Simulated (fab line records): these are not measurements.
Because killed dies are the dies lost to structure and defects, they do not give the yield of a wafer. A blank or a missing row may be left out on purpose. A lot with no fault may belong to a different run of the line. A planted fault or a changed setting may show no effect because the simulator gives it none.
Chamber matching ; flow n5Finfet ; N5_BEOL_M9_CURE_71 on uvCure-01 has 3 sister chambers
The step cures SiCOH lowk, time 240 s. 3 wafers are shown with their chamber, then 10 later ones without.

EACH WAFER AND ITS CHAMBER
wafer;chamber;wafer_temp_C_max
L080.5;2;387.6
L082.4;1;387.1
L087.4;0;387.2

WAFERS WITH NO CHAMBER GIVEN
wafer;wafer_temp_C_max
L087.5;387.5
L089.2;386.7
L089.4;386.9
L089.5;386.8
L095.1;387.7
L095.3;387.2
L095.6;387.5
L096.1;387.5
L096.4;387.0
L096.5;386.9

THE CHAMBER EACH PASSED THROUGH
wafer;from the rows above;in truth
L087.5;can't be placed: 2 or 0 or 1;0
L089.2;can't be placed: 1 or 0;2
L089.4;can't be placed: 1 or 0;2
L089.5;can't be placed: 1 or 0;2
L095.1;2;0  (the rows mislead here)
L095.3;can't be placed: 0 or 1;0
L095.6;can't be placed: 2 or 0 or 1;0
L096.1;can't be placed: 2 or 0 or 1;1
L096.4;can't be placed: 1 or 0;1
L096.5;can't be placed: 1 or 0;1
0 of 10 placed correctly. Cannot be placed on the basis of these rows: 9; the candidates contain the true chamber in 6. 1 placed wrongly.
How it was worked out, from the rows above alone: a wafer's distance from a chamber is the root of the sum, over the readings, of the square of ((its reading less the chamber's mean) divided by the reading's scatter). The wafer belongs to the nearest chamber; if the next one is less than 2 further off, it can't be placed. A chamber's mean is the mean of its shown wafers. The scatter: root of mean squared gap, hidden wafer to nearest shown wafer, with one shown wafer a chamber.
